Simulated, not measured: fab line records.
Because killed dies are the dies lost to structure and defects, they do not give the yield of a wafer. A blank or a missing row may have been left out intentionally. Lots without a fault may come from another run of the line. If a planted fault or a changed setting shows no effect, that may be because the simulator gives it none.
fab line records ; flow n5Finfet ; part 1 of 2: steps 1 to 3 of 6
record: lots: 20; wafers: 60; lastDay: 18
route steps=1938 shown WELL_APT@31 PMOS_HMC_CHANNEL_EPI@68 FIN_SAQP@118
lots untouched by any fault: they come from a run of this same line in which no faults occurred
startH: hours from the record's first day to the start of the lot's first wafer shown ; waitH: how many hours have passed since the lot's step before this one ; " same as the row above ; L1.1+2: one row covering several wafers at once ; - either no value or no given start ; * or withheld: withheld ; < > ~ a bound
route shown NAME@n: NAME is a module with steps in the file, n the number in the route of the first one ; usual: the fault-free wafers' mean and standard deviation ; same: alike in all rows ; chamber/n: place in a boat ; sites: readings site by site ; _std_site: the standard deviation of these ; _edge_site: inner sites' mean taken away from outer sites' mean ; radiusMm: how far each site lies from the wafer's centre ; mask NAME#n: copy n ; behind: the tool/chamber that last shaped the wafer ; hold: cause of the lot's hold/its duration in hours/its outcome ; device: which transistor (n, p or np) failed to switch ; end of line: at the end of the route, the tests of the same wafers ; for a step that has no rows: nothing shown but its recipe ; killed: dies lost to structure and defects at the first sort, not the wafer's yield ; map: the dies of a wafer, with x for killed, . for not killed, _ for no die there
set.NAME: the setting as run; set.NAME@STEP: as run at that earlier step ; model.NAME: the simulator's own value behind a step, which no gauge read
a sample of lots followed through the steps of the route, with each step as a table and each wafer as a row
services: the hour from which a tool's chamber was out of use, counted from the record's first day as startH (under 0 if before that day), plus the number of hours and why
== steps ==
step: N5_WELL_APT_DESCUM_13
recipe: chemistry: O2; timeS: 7.9; sourcePowerW: 50; biasPowerW: 20; pressureMtorr: 20; rfFrequencyHz: 2.712e+07; tempC: 40; o2FlowSccm: 225
usual: drypumpMotorCurrentA: 5.9/0.41; oesProductAu: 0.75/0.063; rfVppV: 243.2/1.2; showerheadPlenumPTorr: 2.09/0.07; throttleValvePct: 20.39/0.23
lot.wafer;tool;chamber;startH;waitH;drypumpMotorCurrentA;oesProductAu;rfHoursCounterH;rfVppV;showerheadPlenumPTorr;throttleValvePct
L074.2;rieDiel-03;3;13.95;0.1;5.9;0.76;144;243.4;2.07;19.94
L074.3;rieDiel-03;0;13.95;0.1;6.3;0.70;186;242.1;2.09;20.53
L074.6;rieDiel-03;0;13.95;0.1;6.3;0.69;-;243.4;2.09;20.54
L076.2;rieDiel-05;0;26.21;0.4;5.7;0.74;168;244.0;2.19;20.40
L076.3;rieDiel-05;1;26.21;0.4;5.1;0.73;171;243.6;2.19;20.72
L076.5;rieDiel-05;0;26.21;0.4;5.7;0.74;-;246.4;2.19;20.40
L077.3;rieDiel-03;0;31.77;0.0;6.3;0.69;192;243.6;2.08;20.56
L077.5;rieDiel-03;1;31.77;0.0;6.3;0.83;-;244.7;2.12;20.37
L077.6;rieDiel-03;2;31.77;0.0;5.4;0.71;-;243.0;2.06;20.28
L078.2;rieDiel-03;0;37.81;0.0;6.3;0.70;194;243.9;2.08;20.54
L078.4;rieDiel-03;1;37.81;0.0;6.3;0.82;74;243.2;2.12;20.38
L078.6;rieDiel-03;1;37.81;0.0;6.4;0.82;-;242.9;2.12;20.35
L080.1;rieDiel-02;3;50.25;0.3;5.9;0.94;3;242.6;2.04;20.32
L080.3;rieDiel-02;2;50.25;0.3;5.8;0.71;202;243.7;2.08;20.69
L080.5;rieDiel-02;1;50.25;0.3;5.4;0.77;-;243.4;2.19;20.18
L081.1;rieDiel-03;2;55.90;0.0;5.5;0.69;200;242.1;2.06;20.30
L081.3;rieDiel-03;0;55.90;0.0;6.3;0.69;200;243.0;2.08;20.57
L081.6;rieDiel-03;3;55.90;0.0;5.9;0.76;-;243.8;2.07;19.98
L082.2;rieDiel-03;0;61.77;0.0;6.3;0.69;201;243.2;2.08;20.56
L082.3;rieDiel-03;2;61.77;0.0;5.5;0.70;201;242.6;2.06;20.30
L082.5;rieDiel-03;1;61.77;0.0;6.3;0.81;-;244.1;2.11;20.37
L083.3;rieDiel-05;3;67.79;0.0;6.5;0.73;162;244.3;2.17;20.60
L083.4;rieDiel-05;1;67.79;0.0;5.2;0.73;183;244.8;2.19;20.73
L083.5;rieDiel-05;1;67.79;0.0;5.1;0.71;-;244.5;2.19;20.72
L084.1;rieDiel-05;1;74.04;0.0;5.2;0.72;185;244.7;2.19;20.75
L084.2;rieDiel-05;3;74.04;0.0;6.5;0.73;165;244.0;2.17;20.58
L084.4;rieDiel-05;0;74.04;0.0;5.7;0.73;183;245.5;2.19;20.40
L086.1;rieDiel-03;2;85.85;0.1;5.5;0.69;211;242.5;2.05;20.31
L086.4;rieDiel-03;0;85.85;0.1;6.3;0.69;208;242.5;2.08;20.57
L086.6;rieDiel-03;2;85.85;0.1;5.5;0.69;-;243.6;2.05;20.32
L087.1;rieDiel-05;3;92.09;0.0;6.5;0.73;172;244.3;2.17;20.60
L087.4;rieDiel-05;0;92.09;0.0;5.8;0.72;190;244.7;2.19;20.44
L087.5;rieDiel-05;2;92.09;0.0;5.5;0.69;-;241.9;2.05;20.30
L088.2;rieDiel-02;1;97.77;0.0;5.4;0.76;154;244.4;2.18;20.20
L088.5;rieDiel-02;3;97.77;0.0;6.0;0.90;-;241.4;2.03;20.35
L088.6;rieDiel-02;2;97.77;0.0;5.8;0.70;-;242.2;2.08;20.71
L089.4;rieDiel-05;0;104.02;0.3;5.7;0.71;194;245.0;2.19;20.43
L089.5;rieDiel-05;0;104.02;0.3;5.8;0.72;-;244.1;2.18;20.44
L089.6;rieDiel-05;3;104.02;0.3;6.5;0.72;-;243.8;2.17;20.61
L091.1;rieDiel-02;0;115.89;0.2;6.4;0.77;130;239.4;1.91;20.36
L091.3;rieDiel-02;3;115.89;0.2;5.9;0.88;25;242.3;2.03;20.36
L091.5;rieDiel-02;1;115.89;0.2;5.4;0.74;-;242.7;2.18;20.20
L092.1;rieDiel-02;3;122.00;0.0;5.9;0.87;27;242.6;2.03;20.37
L092.2;rieDiel-02;1;122.00;0.0;5.3;0.74;163;245.6;2.18;20.21
L092.6;rieDiel-02;1;122.00;0.0;5.4;0.74;-;244.1;2.18;20.22
L093.1;rieDiel-03;0;127.89;0.2;6.3;0.67;220;240.8;2.07;20.60
L093.4;rieDiel-03;1;127.89;0.2;6.4;0.79;101;242.9;2.11;20.42
L093.5;rieDiel-03;3;127.89;0.2;5.9;0.75;-;241.4;2.06;19.99
L094.1;rieDiel-03;0;133.68;0.0;6.3;0.67;221;243.0;2.07;20.60
L094.5;rieDiel-03;2;133.68;0.0;5.4;0.67;-;243.3;2.05;20.34
L094.6;rieDiel-03;3;133.68;0.0;5.9;0.74;-;241.9;2.06;20.00
L095.1;rieDiel-03;0;140.00;0.2;6.3;0.67;224;242.4;2.07;20.60
L095.2;rieDiel-03;3;140.00;0.2;5.9;0.73;181;243.7;2.06;20.01
L095.4;rieDiel-03;1;140.00;0.2;6.4;0.78;106;243.2;2.11;20.41
L096.2;rieDiel-03;2;145.78;0.0;5.5;0.68;229;242.4;2.05;20.34
L096.3;rieDiel-03;3;145.78;0.0;5.9;0.73;183;242.0;2.06;20.00
L096.5;rieDiel-03;0;145.78;0.0;6.3;0.67;-;242.3;2.07;20.60
L097.1;rieDiel-05;0;153.59;0.2;5.8;0.70;212;244.2;2.18;20.46
L097.3;rieDiel-05;2;153.59;0.2;5.5;0.96;9;240.8;2.04;20.00
L097.5;rieDiel-05;2;153.59;0.2;5.5;0.96;-;243.6;2.04;20.01
step: N5_PMOS_HMC_CHANNEL_EPI_DESCUM_14
recipe: chemistry: O2; timeS: 7.9; sourcePowerW: 50; biasPowerW: 20; pressureMtorr: 20; rfFrequencyHz: 2.712e+07; tempC: 40; resist: CAR-ArF-block; o2FlowSccm: 225
usual: drypumpMotorCurrentA: 5.7/0.44; oesProductAu: 0.76/0.059; rfVppV: 243.4/1.5; showerheadPlenumPTorr: 2.11/0.083; throttleValvePct: 20.51/0.19
lot.wafer;tool;chamber;startH;waitH;drypumpMotorCurrentA;oesProductAu;rfHoursCounterH;rfVppV;showerheadPlenumPTorr;throttleValvePct
L074.2;rieDiel-01;0;17.72;0.0;6.3;0.74;159;239.0;2.00;20.73
L074.3;rieDiel-01;3;17.72;0.0;6.0;0.72;192;243.8;2.08;20.37
L074.6;rieDiel-01;2;17.72;0.0;5.1;0.81;-;245.8;2.19;20.38
L076.2;rieDiel-01;0;29.93;0.1;6.2;0.74;162;240.9;2.00;20.71
L076.3;rieDiel-01;3;29.93;0.1;5.9;0.72;196;242.4;2.08;20.36
L076.5;rieDiel-01;2;29.93;0.1;5.1;0.81;-;244.0;2.18;20.38
L077.3;rieDiel-06;2;35.30;0.4;4.8;0.70;225;241.4;1.97;20.47
L077.5;rieDiel-06;3;35.30;0.4;6.2;0.74;-;244.4;2.10;20.65
L077.6;rieDiel-06;2;35.30;0.4;4.8;0.70;-;241.3;1.97;20.48
L078.2;rieDiel-06;3;41.48;0.0;6.1;0.75;188;243.6;2.10;20.66
L078.4;rieDiel-06;0;41.48;0.0;5.6;0.77;150;245.4;2.18;20.58
L078.6;rieDiel-06;0;41.48;0.0;5.6;0.77;-;244.7;2.18;20.56
L080.1;rieDiel-01;1;54.15;0.0;6.4;0.78;132;242.3;2.11;20.62
L080.3;rieDiel-01;2;54.15;0.0;5.1;0.79;112;244.3;2.18;20.38
L080.5;rieDiel-01;0;54.15;0.0;6.2;0.72;-;242.0;2.00;20.73
L081.1;rieDiel-04;0;59.43;0.3;5.3;0.81;132;244.3;2.20;20.52
L081.3;rieDiel-04;2;59.43;0.3;5.9;0.92;18;245.7;2.16;20.33
L081.6;rieDiel-04;2;59.43;0.3;5.9;0.91;-;242.4;2.16;20.31
L082.2;rieDiel-04;1;65.07;0.0;5.4;0.72;186;244.7;2.16;20.75
L082.3;rieDiel-04;2;65.07;0.0;5.9;0.90;20;244.8;2.16;20.33
L082.5;rieDiel-04;1;65.07;0.0;5.5;0.73;-;243.9;2.16;20.76
L083.3;rieDiel-06;0;72.59;0.5;5.6;0.76;158;244.3;2.18;20.59
L083.4;rieDiel-06;2;72.59;0.5;4.8;0.68;233;241.2;1.96;20.49
L083.5;rieDiel-06;2;72.59;0.5;4.8;0.69;-;242.1;1.97;20.48
L084.1;rieDiel-06;2;77.48;0.0;4.8;0.69;236;241.8;1.96;20.49
L084.2;rieDiel-06;0;77.48;0.0;5.6;0.77;159;244.4;2.18;20.56
L084.4;rieDiel-06;1;77.48;0.0;5.5;0.82;94;239.5;1.92;20.08
L086.1;rieDiel-06;2;89.51;0.3;4.8;0.68;239;240.7;1.96;20.50
L086.4;rieDiel-06;0;89.51;0.3;5.7;0.76;162;245.5;2.18;20.59
L086.6;rieDiel-06;3;89.51;0.3;6.2;0.74;-;242.9;2.09;20.67
L087.1;rieDiel-06;0;95.76;0.0;5.6;0.75;164;244.5;2.18;20.59
L087.4;rieDiel-06;3;95.76;0.0;6.1;0.73;202;243.0;2.09;20.69
L087.5;rieDiel-06;0;95.76;0.0;5.6;0.76;-;243.4;2.18;20.59
L088.2;rieDiel-01;0;101.49;0.0;6.2;0.72;181;241.2;1.99;20.74
L088.5;rieDiel-01;0;101.49;0.0;6.2;0.72;-;241.9;1.99;20.76
L088.6;rieDiel-01;1;101.49;0.0;6.4;0.77;-;240.9;2.11;20.65
L089.4;rieDiel-04;1;108.18;0.0;5.4;0.72;198;244.3;2.16;20.77
L089.5;rieDiel-04;1;108.18;0.0;5.4;0.72;-;244.1;2.16;20.78
L089.6;rieDiel-04;0;108.18;0.0;5.3;0.77;-;244.4;2.19;20.55
L091.1;rieDiel-04;0;119.56;0.0;5.3;0.78;149;244.3;2.19;20.53
L091.3;rieDiel-04;3;119.56;0.0;6.0;0.70;207;245.8;2.15;20.40
L091.5;rieDiel-04;3;119.56;0.0;6.0;0.71;-;245.2;2.15;20.39
L092.1;rieDiel-04;1;125.40;0.0;5.4;0.72;204;243.1;2.15;20.78
L092.2;rieDiel-04;3;125.40;0.0;6.1;0.70;209;244.9;2.15;20.39
L092.6;rieDiel-04;0;125.40;0.0;5.3;0.77;-;246.2;2.19;20.56
L093.1;rieDiel-01;3;131.26;0.1;5.9;0.70;223;242.2;2.07;20.41
L093.4;rieDiel-01;0;131.26;0.1;6.2;0.71;187;242.2;1.99;20.77
L093.5;rieDiel-01;1;131.26;0.1;6.4;0.76;-;244.1;2.10;20.65
L094.1;rieDiel-04;3;137.96;0.0;6.0;0.70;211;243.6;2.15;20.39
L094.5;rieDiel-04;2;137.96;0.0;5.9;0.87;-;243.4;2.15;20.37
L094.6;rieDiel-04;1;137.96;0.0;5.4;0.71;-;245.2;2.15;20.78
L095.1;rieDiel-04;3;143.76;0.0;6.0;0.70;213;244.4;2.15;20.41
L095.2;rieDiel-04;2;143.76;0.0;5.9;0.88;42;243.7;2.15;20.38
L095.4;rieDiel-04;0;143.76;0.0;5.3;0.78;155;246.0;2.19;20.56
L096.2;rieDiel-04;3;151.29;1.9;6.0;0.70;216;244.0;2.15;20.41
L096.3;rieDiel-04;2;151.29;1.9;5.9;0.87;46;244.3;2.15;20.36
L096.5;rieDiel-04;1;151.29;1.9;5.4;0.70;-;243.0;2.15;20.79
L097.1;rieDiel-04;1;157.48;0.2;5.5;0.71;215;243.9;2.15;20.79
L097.3;rieDiel-04;0;157.48;0.2;5.3;0.77;162;245.7;2.19;20.57
L097.5;rieDiel-04;2;157.48;0.2;5.9;0.86;-;244.5;2.14;20.37
step: N5_PMOS_HMC_CHANNEL_EPI_HM_OPEN_15
recipe: chemistry: CHF3/O2; target: SiO2; maskMaterial: CAR-ArF-block; targetDepthA: 406; CHF3_flow_sccm: 50; O2_flow_sccm: 5; Ar_flow_sccm: 200; timeS: 20.3; pressureMtorr: 30; sourceW: 650; biasW: 170; ionEnergyEv: 200
usual: drypumpMotorCurrentA: 5.7/0.44; mfcArSccm: 200.1/0.59; oesProductAu: 0.76/0.056; rfVppV: 525/8.5; showerheadPlenumPTorr: 2.42/0.089; throttleValvePct: 18.96/0.19
lot.wafer;tool;chamber;startH;waitH;drypumpMotorCurrentA;mfcArSccm;oesProductAu;rfHoursCounterH;rfVppV;showerheadPlenumPTorr;throttleValvePct
L074.2;rieDiel-01;0;17.79;0.0;6.2;199.8;0.73;159;523;2.31;19.18
L074.3;rieDiel-01;3;17.79;0.0;5.9;200.5;0.72;192;537;2.41;18.84
L074.6;rieDiel-01;2;17.79;0.0;5.1;200.7;0.81;-;523;2.55;19.00
L076.2;rieDiel-01;0;30.01;0.0;6.2;200.2;0.72;162;525;2.31;19.20
L076.3;rieDiel-01;3;30.01;0.0;5.9;199.5;0.72;196;537;2.40;18.84
L076.5;rieDiel-01;2;30.01;0.0;5.1;200.3;0.79;-;523;2.55;19.02
L077.3;rieDiel-06;2;35.38;0.0;4.8;200.6;0.71;225;515;2.28;19.05
L077.5;rieDiel-06;3;35.38;0.0;6.1;198.7;0.76;-;520;2.39;18.95
L077.6;rieDiel-06;2;35.38;0.0;4.8;201.0;0.70;-;517;2.28;19.06
L078.2;rieDiel-06;3;41.55;0.0;6.1;199.6;0.75;188;520;2.39;18.95
L078.4;rieDiel-06;0;41.55;0.0;5.6;200.1;0.76;150;520;2.50;19.01
L078.6;rieDiel-06;0;41.55;0.0;5.6;200.1;0.77;-;521;2.50;18.99
L080.1;rieDiel-01;1;54.23;0.0;6.4;200.7;0.79;132;527;2.40;18.94
L080.3;rieDiel-01;2;54.23;0.0;5.1;199.9;0.79;112;524;2.54;19.00
L080.5;rieDiel-01;0;54.23;0.0;6.2;200.3;0.72;-;523;2.31;19.21
L081.1;rieDiel-04;0;59.50;0.0;5.3;200.6;0.80;132;540;2.52;18.93
L081.3;rieDiel-04;2;59.50;0.0;5.8;200.7;0.90;18;511;2.45;18.61
L081.6;rieDiel-04;2;59.50;0.0;5.8;200.3;0.91;-;509;2.45;18.63
L082.2;rieDiel-04;1;65.15;0.0;5.4;199.5;0.73;186;535;2.48;19.24
L082.3;rieDiel-04;2;65.15;0.0;5.9;199.3;0.91;20;512;2.45;18.63
L082.5;rieDiel-04;1;65.15;0.0;5.4;199.8;0.73;-;533;2.48;19.22
L083.3;rieDiel-06;0;72.67;0.0;5.7;199.8;0.76;158;521;2.49;19.02
L083.4;rieDiel-06;2;72.67;0.0;4.8;199.6;0.69;233;516;2.28;19.06
L083.5;rieDiel-06;2;72.67;0.0;4.8;200.2;0.70;-;517;2.28;19.07
L084.1;rieDiel-06;2;77.56;0.0;4.8;200.2;0.69;236;516;2.28;19.06
L084.2;rieDiel-06;0;77.56;0.0;5.7;200.5;0.75;159;521;2.49;19.03
L084.4;rieDiel-06;1;77.56;0.0;5.6;200.8;0.81;94;529;2.24;18.66
L086.1;rieDiel-06;2;89.59;0.0;4.8;199.0;0.69;239;517;2.28;19.07
L086.4;rieDiel-06;0;89.59;0.0;5.6;198.7;0.76;162;521;2.49;19.02
L086.6;rieDiel-06;3;89.59;0.0;6.2;200.3;0.75;-;519;2.38;18.98
L087.1;rieDiel-06;0;95.84;0.0;5.6;200.1;0.75;164;519;2.49;19.04
L087.4;rieDiel-06;3;95.84;0.0;6.2;200.4;0.75;202;520;2.38;18.99
L087.5;rieDiel-06;0;95.84;0.0;5.6;200.5;0.75;-;520;2.49;19.02
L088.2;rieDiel-01;0;101.57;0.0;6.2;200.4;0.71;181;522;2.30;19.24
L088.5;rieDiel-01;0;101.57;0.0;6.2;200.8;0.70;-;523;2.30;19.21
L088.6;rieDiel-01;1;101.57;0.0;6.4;199.9;0.77;-;529;2.40;18.96
L089.4;rieDiel-04;1;108.25;0.0;5.4;200.4;0.73;198;533;2.48;19.23
L089.5;rieDiel-04;1;108.25;0.0;5.5;200.5;0.72;-;534;2.48;19.24
L089.6;rieDiel-04;0;108.25;0.0;5.4;200.4;0.78;-;537;2.52;18.95
L091.1;rieDiel-04;0;119.64;0.0;5.3;200.4;0.77;149;538;2.51;18.97
L091.3;rieDiel-04;3;119.64;0.0;6.0;199.2;0.71;207;522;2.48;18.91
L091.5;rieDiel-04;3;119.64;0.0;6.0;200.6;0.70;-;523;2.48;18.91
L092.1;rieDiel-04;1;125.48;0.0;5.4;199.5;0.72;204;534;2.48;19.26
L092.2;rieDiel-04;3;125.48;0.0;6.0;201.0;0.70;209;522;2.48;18.92
L092.6;rieDiel-04;0;125.48;0.0;5.3;200.8;0.77;-;538;2.51;18.99
L093.1;rieDiel-01;3;131.34;0.0;6.0;199.7;0.69;223;535;2.39;18.89
L093.4;rieDiel-01;0;131.34;0.0;6.2;200.0;0.70;187;522;2.30;19.25
L093.5;rieDiel-01;1;131.34;0.0;6.4;200.2;0.77;-;525;2.39;18.98
L094.1;rieDiel-04;3;138.04;0.0;6.0;200.5;0.70;211;522;2.48;18.92
L094.5;rieDiel-04;2;138.04;0.0;5.9;201.4;0.87;-;509;2.44;18.65
L094.6;rieDiel-04;1;138.04;0.0;5.4;198.9;0.73;-;534;2.47;19.26
L095.1;rieDiel-04;3;143.83;0.0;6.0;199.7;0.70;213;522;2.48;18.93
L095.2;rieDiel-04;2;143.83;0.0;5.9;199.8;0.85;42;511;2.44;18.68
L095.4;rieDiel-04;0;143.83;0.0;5.3;199.3;0.77;155;538;2.51;18.98
L096.2;rieDiel-04;3;151.37;0.0;6.0;199.9;0.70;216;521;2.48;18.94
L096.3;rieDiel-04;2;151.37;0.0;5.8;201.1;0.85;46;511;2.44;18.66
L096.5;rieDiel-04;1;151.37;0.0;5.4;200.4;0.71;-;535;2.47;19.27
L097.1;rieDiel-04;1;157.55;0.0;5.5;201.1;0.71;215;535;2.47;19.27
L097.3;rieDiel-04;0;157.55;0.0;5.3;200.3;0.77;162;538;2.51;19.00
L097.5;rieDiel-04;2;157.55;0.0;5.8;199.5;0.85;-;509;2.44;18.68
